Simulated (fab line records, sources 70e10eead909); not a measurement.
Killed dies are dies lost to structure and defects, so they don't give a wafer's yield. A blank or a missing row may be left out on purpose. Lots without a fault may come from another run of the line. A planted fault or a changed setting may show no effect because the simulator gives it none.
fab line records | flow nand_harc | part 1 of 2: steps 1 to 26 of 40
record lots=5 wafers=15 last_day=31
route steps=1302 shown P_M0@258 P_M1@285
lots that met no fault: from a run of the same line without faults
start_h: hours from the record's first day to the start of the lot's first wafer shown | wait_h: hours since the lot's step before | " the same as in the row above | L1.1+2: a row that stands for several wafers | - no value, or no start given | * or withheld: withheld | < > ~ a bound
route shown NAME@n: a module of which the file shows steps, and the number in the route of the first | usual: mean/standard deviation of fault-free wafers | same: alike in all rows | chamber/n: place in a boat | sites: the reading at each site | _std_site: their standard deviation | _edge_site: outer sites' mean less inner sites' | radius_mm: how far each site lies from the wafer's centre | mask NAME#n: copy n | behind: the tool/chamber that last shaped the wafer | hold: why the lot was held/for how many hours/how that ended | device: the transistor (n, p or np) that didn't switch | end of line: the same wafers' tests at the end of the route | a step without rows: its recipe alone | killed: dies lost to structure and defects at the first sort, not the wafer's yield | map: a wafer's dies, x killed, . not, _ none there
set.NAME: the setting as run; set.NAME@STEP: as run at that earlier step | model.NAME: the simulator's own value behind a step, which no gauge read
lots at some steps of the route; a table a step, a row a wafer
services: from which hour (start_h, from the record's first day; less than 0 if before it) a tool's chamber was out of use, for how many hours, and why
## steps
# step NHARC_P_M0_SOFTBAKE_04
# recipe temp_c=105 time_s=55
# same time_s=55
# columns lot.wafer tool chamber start_h wait_h
L076.1+2+4 litho_track-01 0 - -
L085.1+4+6 litho_track-01 0 - -
L086.1+2+3 litho_track-04 0 - -
L088.1+4+5 litho_track-01 0 - -
L092.1+2+6 litho_track-01 0 - -
# step NHARC_P_M0_EBR_05
# columns lot.wafer tool chamber start_h wait_h
L076.1+2+4 litho_track-01 0 - -
L085.1+4+6 litho_track-01 0 - -
L086.1+2+3 litho_track-04 0 - -
L088.1+4+5 litho_track-01 0 - -
L092.1+2+6 litho_track-01 0 - -
# step NHARC_P_M0_EXPOSE_06
# recipe na=1.35 target_cd_nm=90 dose_mj=81.28 mask_id=P_M0
# same na=1.35
# columns lot.wafer tool chamber start_h wait_h mask
L076.1+2+4 arfi_scanner-02 0 137.36 - P_M0#0
L085.1+4+6 arfi_scanner-03 0 229.35 - P_M0#0
L086.1+2+3 arfi_scanner-02 0 239.65 - P_M0#0
L088.1+4+5 arfi_scanner-03 0 268.25 - P_M0#0
L092.1+2+6 arfi_scanner-03 0 297.94 - P_M0#0
# step NHARC_P_M0_PEB_07
# recipe peb_temp_c=100 peb_time_s=65
# columns lot.wafer tool chamber start_h wait_h
L076.1+2+4 litho_track-04 0 137.42 0.1
L085.1+4+6 litho_track-04 0 229.41 0.1
L086.1+2+3 litho_track-01 0 239.71 0.1
L088.1+4+5 litho_track-01 0 268.31 0.1
L092.1+2+6 litho_track-06 0 298.00 0.1
# step NHARC_P_M0_DEVELOP_08
# recipe develop_time_s=35 dev_temp_c=23
# columns lot.wafer tool chamber start_h wait_h
L076.1+2+4 litho_track-04 0 - -
L085.1+4+6 litho_track-04 0 - -
L086.1+2+3 litho_track-01 0 - -
L088.1+4+5 litho_track-01 0 - -
L092.1+2+6 litho_track-06 0 - -
# step NHARC_P_M0_CD_MEAS_09
# recipe target_cd_nm=90 landing_energy_ev=500
# usual cd_nm=89.5/0.72
# columns lot.wafer tool chamber start_h wait_h cd_nm
L076.1 cd_sem-03 0 137.50 - 90.3
L076.2 " 0 " " 89.5
L076.4 " 0 " " 90.2
L085.1 cd_sem-02 0 229.49 - 89.4
L085.4 " 0 " " 89.3
L085.6 " 0 " " 89.3
L086.1 cd_sem-02 0 239.79 - 89.8
L086.2 " 0 " " 89.6
L086.3 " 0 " " 89.8
L088.1 cd_sem-01 0 268.39 - 91.4
L088.4 " 0 " " 91.3
L088.5 " 0 " " 91.8
L092.1 cd_sem-02 0 298.08 - 89.4
L092.2 " 0 " " 88.6
L092.6 " 0 " " 88.5
# step NHARC_P_M0_OVL_MEAS_10
# recipe pitch_nm=180
# usual overlay_x_nm=-0.2/0.74 overlay_y_nm=0.0/0.64
# columns lot.wafer tool chamber start_h wait_h overlay_x_nm overlay_y_nm
L076.1 overlay-02 - 137.59 - 0.5 -0.5
L076.2 " - " " 0.3 0.0
L076.4 " - " " 0.0 -0.3
L085.1 overlay-01 - 229.58 - -0.9 -0.6
L085.4 " - " " -1.1 -0.1
L085.6 " - " " -1.1 -0.7
L086.1 overlay-02 - 239.87 - -0.7 0.1
L086.2 " - " " -0.6 -0.5
L086.3 " - " " -0.6 -0.4
L088.1 overlay-01 - 268.48 - 0.1 0.7
L088.4 " - " " 0.2 0.6
L088.5 " - " " -0.3 0.7
L092.1 overlay-01 - 298.17 - -0.1 -0.2
L092.2 " - " " -0.6 0.5
L092.6 " - " " -0.4 0.3
# step NHARC_P_M0_INSPECT_11
# usual raw_defect_count=4.4/2.4
# columns lot.wafer tool chamber start_h wait_h raw_defect_count
L076.1 defect_inspect-02 - 137.63 0.0 4
L076.2 " - " " 3
L076.4 " - " " 5
L085.1 defect_inspect-01 - 229.62 0.0 9
L085.4 " - " " 3
L085.6 " - " " 3
L086.1 defect_inspect-01 - 239.91 0.0 4
L086.2 " - " " 3
L086.3 " - " " 4
L088.1 defect_inspect-02 - 268.51 0.0 4
L088.4 " - " " 4
L088.5 " - " " 5
L092.1 defect_inspect-02 - 298.21 0.0 1
L092.2 " - " " 2
L092.6 " - " " 5
# step NHARC_P_M0_DESCUM_14
# recipe time_s=3 o2_flow_sccm=200 ar_flow_sccm=0 bias_power_w=0 chemistry=O2
# usual chamber_pressure_mTorr=60.00/0.058 drypump_motor_current_A=5.8/0.52 oes_product_au=1.005/0.0096 rf_vpp_V=57.8/0.91 showerhead_plenum_p_Torr=1.89/0.094 throttle_valve_pct=11.312/0.009
# same bias_power_w=0 time_s=3
# columns lot.wafer tool chamber start_h wait_h chamber_pressure_mTorr drypump_motor_current_A oes_product_au rf_hours_counter_h rf_vpp_V showerhead_plenum_p_Torr throttle_valve_pct
L076.2 rie_diel-13 0 137.69 0.1 59.96 6.5 1.009 23 59.0 2.05 11.324
L076.1 " 1 " " 60.03 5.1 1.006 20 58.2 1.80 11.330
L076.4 " 2 " " 60.08 5.9 1.018 21 57.8 1.83 11.302
L085.1 rie_diel-13 2 229.68 0.1 59.94 5.9 1.005 6 56.8 1.82 11.318
L085.4 " 0 " " 60.20 6.5 0.994 7 60.4 2.05 11.329
L085.6 " 3 " " 60.03 5.1 1.011 - 57.0 1.83 11.311
L086.2 rie_diel-11 0 239.97 0.1 59.98 5.3 1.009 58 58.4 2.06 11.323
L086.3 " 1 " " 60.04 6.4 0.998 62 58.7 1.97 11.318
L086.1 " 3 " " 60.06 6.3 1.002 51 59.1 1.99 11.328
L088.4 rie_diel-13 0 268.59 0.1 59.97 6.5 1.000 16 57.9 2.05 11.317
L088.1 " 1 " " 60.00 5.1 1.006 15 55.7 1.80 11.296
L088.5 " 3 " " 59.93 5.1 1.009 - 56.9 1.83 11.317
L092.1 rie_diel-13 1 298.27 0.1 59.94 5.2 1.001 20 57.9 1.80 11.309
L092.2 " 2 " " 59.83 5.9 0.996 20 57.3 1.82 11.315
L092.6 " 1 " " 60.01 5.2 1.002 - 57.1 1.80 11.326
# step NHARC_P_M0_ETCH_34
# recipe target_depth_a=400 overetch_a=120 time_s=43.94 ion_energy_ev=200 n2_flow_sccm=150 h2_flow_sccm=150 ar_flow_sccm=0 rf_w=400 bias_w=150 chemistry=N2/H2
# usual chamber_pressure_mTorr=30.000/0.028 drypump_motor_current_A=5.8/0.52 oes_product_au=1.005/0.0095 rf_vpp_V=429.8/2.9 showerhead_plenum_p_Torr=2.01/0.1 throttle_valve_pct=14.172/0.0093
# same time_s=43.94
# columns lot.wafer tool chamber start_h wait_h chamber_pressure_mTorr drypump_motor_current_A oes_product_au rf_hours_counter_h rf_vpp_V showerhead_plenum_p_Torr throttle_valve_pct
L076.2 rie_diel-13 1 137.77 0.1 30.007 5.2 0.991 20 427.0 1.92 14.178
L076.4 " 2 " " 30.040 5.9 1.004 21 427.0 1.94 14.162
L076.1 " 3 " " 29.987 5.1 1.018 24 428.8 1.95 14.174
L085.4 rie_diel-13 3 229.77 0.1 29.971 5.2 1.013 7 429.3 1.95 14.179
L085.1 " 0 " " 30.008 6.5 0.995 7 434.8 2.19 14.173
L085.6 " 2 " " 30.046 5.9 1.008 - 427.7 1.94 14.166
L086.3 rie_diel-11 2 240.06 0.1 30.005 5.5 1.019 54 429.2 1.97 14.174
L086.2 " 0 " " 29.982 5.3 1.003 58 433.1 2.20 14.168
L086.1 " 1 " " 29.971 6.4 1.012 62 431.0 2.10 14.180
L088.4 rie_diel-13 1 268.66 0.1 29.989 5.2 0.992 15 427.4 1.91 14.172
L088.1 " 2 " " 29.941 5.9 1.003 14 428.0 1.94 14.164
L088.5 " 1 " " 30.038 5.1 1.001 - 426.9 1.91 14.174
L092.1 rie_diel-13 1 298.36 0.1 29.998 5.2 0.994 20 426.6 1.91 14.179
L092.2 " 3 " " 30.030 5.1 1.012 21 428.2 1.94 14.171
L092.6 " 1 " " 30.028 5.2 1.003 - 427.1 1.91 14.155
# step NHARC_P_M0_ETCH_15
# recipe target_depth_a=1500 overetch_a=150 time_s=82.5 c4f8_flow_sccm=withheld ar_flow_sccm=400 rf_w=600 bias_w=300 chemistry=C4F8/Ar
# usual chamber_pressure_mTorr=25.007/0.025 oes_product_au=0.966/0.017 rf_vpp_V=440/3
# same time_s=82.5
# columns lot.wafer tool chamber start_h wait_h chamber_pressure_mTorr oes_product_au rf_hours_counter_h rf_vpp_V
L076.1 rie_diel-13 2 - - 25.004 0.980 21 438
L076.2 " 0 " " 25.001 0.964 23 448
L076.4 " 1 " " 24.994 0.959 20 437
L085.4 rie_diel-13 0 - - 24.982 0.977 7 446
L085.1 " 1 " " 25.016 0.976 6 438
L085.6 " 1 " " 25.006 0.974 - 436
L086.1 rie_diel-11 2 - - 25.026 1.003 54 440
L086.2 " 0 " " 25.014 0.970 58 445
L086.3 " 1 " " 25.009 0.967 62 443
L088.1 rie_diel-13 1 - - 25.018 0.988 15 438
L088.4 " 2 " " 25.020 0.976 14 440
L088.5 " 1 " " 24.998 0.977 - 437
L092.2 rie_diel-13 0 - - 24.995 0.939 21 445
L092.1 " 1 " " 25.003 0.938 20 437
L092.6 " 1 " " 25.003 0.934 - 437
# step NHARC_P_M0_CD_MEAS_16
# usual cd_nm=89.1/0.84
# columns lot.wafer tool chamber start_h wait_h cd_nm
L076.1 cd_sem-02 - 137.99 - 90.1
L076.2 " - " " 88.3
L076.4 " - " " 89.8
L085.1 cd_sem-02 - 229.99 - 87.5
L085.4 " - " " 88.8
L085.6 " - " " 88.6
L086.1 cd_sem-03 - 240.27 - 90.4
L086.2 " - " " 89.1
L086.3 " - " " 89.1
L088.1 cd_sem-03 - 268.87 - 90.7
L088.4 " - " " 90.0
L088.5 " - " " 90.9
L092.1 cd_sem-02 - 298.57 - 89.1
L092.2 " - " " 88.6
L092.6 " - " " 87.8
# step NHARC_P_M0_STRIP_18
# recipe power_w=1000 n2_flow_sccm=150 h2_flow_sccm=150 ar_flow_sccm=0 bias_w=0 chemistry=N2/H2
# usual chamber_pressure_mTorr=29.999/0.027 drypump_motor_current_A=5.8/0.51 oes_product_au=1.004/0.009 rf_vpp_V=90.7/0.99 showerhead_plenum_p_Torr=2.03/0.1 throttle_valve_pct=14.172/0.0099
# columns lot.wafer tool chamber start_h wait_h chamber_pressure_mTorr drypump_motor_current_A oes_product_au rf_hours_counter_h rf_vpp_V showerhead_plenum_p_Torr throttle_valve_pct
L076.2 rie_diel-11 3 138.06 0.1 29.952 6.3 1.011 17 91.2 2.13 14.181
L076.1 " 1 " " 29.972 6.4 1.013 22 92.2 2.12 14.171
L076.4 " 2 " " 29.989 5.5 1.016 18 90.8 1.98 14.183
L085.1 rie_diel-10 1 230.11 0.1 30.005 6.2 1.010 52 91.1 2.00 14.167
L085.4 " 3 " " 30.029 6.1 1.028 50 91.8 2.09 14.154
L085.6 " 0 " " 30.001 6.3 1.013 - 90.6 2.03 14.160
L086.3 rie_diel-13 3 240.35 0.1 30.000 5.1 0.999 9 90.5 1.95 14.181
L086.2 " 0 " " 30.023 6.5 1.002 9 91.6 2.19 14.171
L086.1 " 2 " " 30.019 5.9 1.017 8 90.5 1.94 14.161
L088.1 rie_diel-13 1 269.00 0.1 29.990 5.1 1.009 15 89.6 1.91 14.190
L088.4 " 2 " " 30.067 5.9 1.000 15 90.5 1.94 14.177
L088.5 " 0 " " 29.999 6.5 0.999 - 93.6 2.18 14.170
L092.1 rie_diel-11 1 298.67 0.1 30.004 6.4 1.003 11 92.3 2.10 14.168
L092.2 " 3 " " 29.983 6.3 0.996 12 91.8 2.11 14.200
L092.6 " 1 " " 29.917 6.4 1.007 - 91.9 2.10 14.168
# step NHARC_P_M0_STRIP_19
# recipe time_s=600 temp_c=30 chemistry=post_etch_residue_remover
# same time_s=600
# columns lot.wafer tool chamber start_h wait_h
L076.2+1+4 wet_bench-05 0,1,2 138.35 -
L085.4+1+6 wet_bench-05 0,1,5 230.36 -
L086.2+3+1 wet_bench-01 7,2,3 240.62 -
L088.1+5+4 wet_bench-07 3,4,5 269.23 -
L092.2+6+1 wet_bench-05 5,6,0 298.93 -
# step NHARC_P_M0_DEGAS_28
# recipe temp_c=250 time_s=60
# usual heater_power_w=330/34
# same time_s=60
# columns lot.wafer tool chamber start_h wait_h heater_power_w
L076.4 pvd_sputter-03 - 138.60 - 339
L076.1 " - " " 412
L076.2 " - " " 334
L085.4 pvd_sputter-02 - 230.64 - 275
L085.1 " - " " 327
L085.6 " - " " 330
L086.2 pvd_sputter-01 - 240.89 - 322
L086.3 " - " " 391
L086.1 " - " " 312
L088.4 pvd_sputter-03 - 269.51 - 337
L088.1 " - " " 323
L088.5 " - " " 391
L092.1 pvd_sputter-02 - 299.19 - 328
L092.2 " - " " 321
L092.6 " - " " 321
# step NHARC_P_M0_PRE_CLEAN_29
# recipe time_s=30 temp_c=280 gas=H2/He
# usual heater_power_w=402/42
# same time_s=30
# columns lot.wafer tool chamber start_h wait_h heater_power_w
L076.1 pvd_sputter-03 - - - 401
L076.2 " - " " 395
L076.4 " - " " 413
L085.4 pvd_sputter-02 - - - 426
L085.1 " - " " 379
L085.6 " - " " 417
L086.3 pvd_sputter-01 - - - 389
L086.2 " - " " 364
L086.1 " - " " 397
L088.1 pvd_sputter-03 - - - 383
L088.4 " - " " 476
L088.5 " - " " 382
L092.2 pvd_sputter-02 - - - 419
L092.1 " - " " 384
L092.6 " - " " 404
# step NHARC_P_M0_PVD_20
# recipe target_thk_a=50 bias_v=168.6 power_w=15000 chamber_pressure_pa=0.12 time_s=8.06 substrate_temp_c=50 material=TaN
# usual throttle_valve_pct=29.5/0.98
# same time_s=8.06
# columns lot.wafer tool chamber start_h wait_h throttle_valve_pct
L076.2 pvd_sputter-03 - - - 30.3
L076.1 " - " " 31.4
L076.4 " - " " 28.7
L085.1 pvd_sputter-02 - - - 29.8
L085.4 " - " " 28.9
L085.6 " - " " 30.5
L086.1 pvd_sputter-01 - - - 28.3
L086.2 " - " " 30.9
L086.3 " - " " 29.3
L088.4 pvd_sputter-03 - - - 30.8
L088.1 " - " " 28.2
L088.5 " - " " 28.1
L092.1 pvd_sputter-02 - - - 28.8
L092.2 " - " " 29.9
L092.6 " - " " 29.2
# step NHARC_P_M0_PVD_21
# recipe target_thk_a=300 chamber_pressure_pa=5 power_w=5000 substrate_temp_c=30 time_s=20.49 material=Cu
# usual throttle_valve_pct=29.5/1
# same time_s=20.49
# columns lot.wafer tool chamber start_h wait_h throttle_valve_pct
L076.2 pvd_sputter-03 - - - 31.3
L076.1 " - " " 28.5
L076.4 " - " " 30.0
L085.4 pvd_sputter-02 - - - 28.9
L085.1 " - " " 29.4
L085.6 " - " " 28.9
L086.3 pvd_sputter-01 - - - 29.2
L086.2 " - " " 30.0
L086.1 " - " " 28.2
L088.1 pvd_sputter-03 - - - 27.7
L088.4 " - " " 30.7
L088.5 " - " " 31.0
L092.2 pvd_sputter-02 - - - 29.2
L092.1 " - " " 29.6
L092.6 " - " " 30.3
# step NHARC_P_M0_ECD_22
# recipe target_thk_a=4000 bath_temp_c=25 material=Cu
# columns lot.wafer tool chamber start_h wait_h
L076.2+1+4 ecd_cu-02 1,0,1 138.96 -
L085.1+4+6 ecd_cu-02 0,0,1 231.03 -
L086.2+1+3 ecd_cu-01 0,1,0 241.25 -
L088.1+4+5 ecd_cu-01 0 269.91 -
L092.2+1+6 ecd_cu-01 0,1,1 299.57 -
# step NHARC_P_M0_ANNEAL_30
# recipe temp_c=225 time_s=90
# usual anneal_temp_c_max=226.18/0.3 wafer_temp_C_max=225.8/0.35
# same time_s=90
# columns lot.wafer tool chamber start_h wait_h anneal_temp_c_max wafer_temp_C_max
L076.1 rtp_anneal-02 0 139.34 0.3 226.31 226.2
L076.2 " 0 " " 226.33 226.2
L076.4 " 0 " " 226.34 226.3
L085.1 rtp_anneal-01 0 231.41 0.3 225.68 226.2
L085.4 " 0 " " 226.05 226.0
L085.6 " 0 " " 225.87 226.1
L086.1 rtp_anneal-01 0 241.63 0.3 226.48 225.0
L086.2 " 0 " " 226.35 225.3
L086.3 " 0 " " 226.38 225.4
L088.1 rtp_anneal-01 0 270.24 0.3 226.45 225.9
L088.4 " 0 " " 226.12 225.8
L088.5 " 0 " " 226.00 225.4
L092.1 rtp_anneal-01 0 299.95 0.3 226.00 225.8
L092.2 " 0 " " 226.00 225.5
L092.6 " 0 " " 225.88 225.6
# step NHARC_P_M0_CMP_23
# recipe t_overpolish_s=20 target_thk_nm=117.54
# usual motor_current_A=11.6/1 slurry_filter_dp_kPa=13.51/0.14 time_to_endpoint_s=29.2/2.4
# columns lot.wafer tool chamber start_h wait_h motor_current_A slurry_filter_dp_kPa time_to_endpoint_s
L076.2 cmp-03 2 139.69 - 12.0 13.50 25.7
L076.4 " 3 " " 12.3 13.54 28.8
L076.1 " 0 " " 11.8 13.43 30.0
L085.4 cmp-03 2 231.81 - 11.9 13.52 26.6
L085.1 " 3 " " 12.0 13.33 28.5
L085.6 " 1 " " 10.7 13.22 28.7
L086.2 cmp-03 2 241.97 - 11.7 13.53 25.5
L086.1 " 0 " " 12.2 13.54 28.8
L086.3 " 1 " " 9.8 13.46 28.0
L088.1 cmp-01 3 270.59 - 11.8 13.61 32.5
L088.4 " 0 " " 12.1 13.24 28.2
L088.5 " 3 " " 11.9 13.56 28.4
L092.2 cmp-03 3 300.33 - 11.7 13.77 29.9
L092.1 " 1 " " 11.0 13.51 28.5
L092.6 " 3 " " 11.4 13.53 27.1
# step NHARC_P_M0_THK_MEAS_24
# recipe thk_meas_gauge=xrf
# usual thk_nm=117.7/1.5
# columns lot.wafer tool chamber start_h wait_h thk_nm
L076.1 film_metro-01 - 140.01 - 119.7
L076.2 " - " " 119.5
L076.4 " - " " 119.4
L085.1 film_metro-01 - 232.06 - 116.7
L085.4 " - " " 116.6
L085.6 " - " " 118.5
L086.1 film_metro-01 - 242.29 - 119.3
L086.2 " - " " 114.5
L086.3 " - " " 117.3
L088.1 film_metro-02 - 270.90 - 116.7
L088.4 " - " " 116.7
L088.5 " - " " 115.8
L092.1 film_metro-01 - 300.62 - 115.9
L092.2 " - " " 117.3
L092.6 " - " " 118.4
# step NHARC_P_M0_SRD_25
# columns lot.wafer tool chamber start_h wait_h
L076.1+4+2 wet_bench-08 0,1,2 140.05 0.0
L085.4+1+6 wet_bench-08 0,3,4 232.11 0.0
L086.2+3+1 wet_bench-08 5,7,1 242.33 0.0
L088.4+1+5 wet_bench-08 7,0,3 270.95 0.0
L092.6+2+1 wet_bench-10 7,0,1 300.67 0.0
# step NHARC_P_M0_INSPECT_27
# usual raw_defect_count=292/120
# columns lot.wafer tool chamber start_h wait_h raw_defect_count
L076.1 defect_inspect-01 - 140.17 0.0 362
L076.2 " - " " 235
L076.4 " - " " 340
L085.1 defect_inspect-01 - 232.22 0.0 195
L085.4 " - " " 461
L085.6 " - " " 183
L086.1 defect_inspect-02 - 242.44 0.0 566
L086.2 " - " " 374
L086.3 " - " " 344
L088.1 defect_inspect-01 - 271.09 0.0 140
L088.4 " - " " 133
L088.5 " - " " 167
L092.1 defect_inspect-02 - 300.78 0.0 321
L092.2 " - " " 492
L092.6 " - " " 322
# step NHARC_P_M0_PRE_CLEAN_31
# recipe time_s=12 temp_c=370 rf_power_w=300 gas=NH3
# usual heater_power_w=670/84
# same time_s=12
# columns lot.wafer tool chamber start_h wait_h heater_power_w
L076.1 pecvd-03 1 140.38 0.2 700
L076.2 " 2 " " 665
L076.4 " 1 " " 671
L085.1 pecvd-03 0 232.29 0.1 599
L085.4 " 0 " " 598
L085.6 " 2 " " 644
L086.3 pecvd-02 1 242.51 0.1 658
L086.2 " 2 " " 554
L086.1 " 0 " " 776
L088.1 pecvd-02 0 271.18 0.1 825
L088.5 " 2 " " 639
L088.4 " 1 " " 799
L092.2 pecvd-03 1 300.86 0.1 775
L092.1 " 2 " " 642
L092.6 " 2 " " 634
# step NHARC_P_M0_DEP_32
# recipe target_thk_a=300 temp_c=370 target_thk_nm=30 pressure_torr=3 flow_sccm=200 rf_w=450 material=SiCN
# usual heater_power_w=621/85
# columns lot.wafer tool chamber start_h wait_h heater_power_w
L076.1 pecvd-03 1 140.46 0.1 710
L076.2 " 2 " " 550
L076.4 " 1 " " 701
L085.1 pecvd-03 0 232.37 0.1 547
L085.4 " 0 " " 571
L085.6 " 2 " " 545
L086.3 pecvd-02 1 242.59 0.1 754
L086.2 " 2 " " 544
L086.1 " 0 " " 694
L088.1 pecvd-02 0 271.28 0.1 706
L088.5 " 2 " " 571
L088.4 " 1 " " 681
L092.2 pecvd-03 1 300.96 0.1 689
L092.1 " 2 " " 577
L092.6 " 2 " " 578
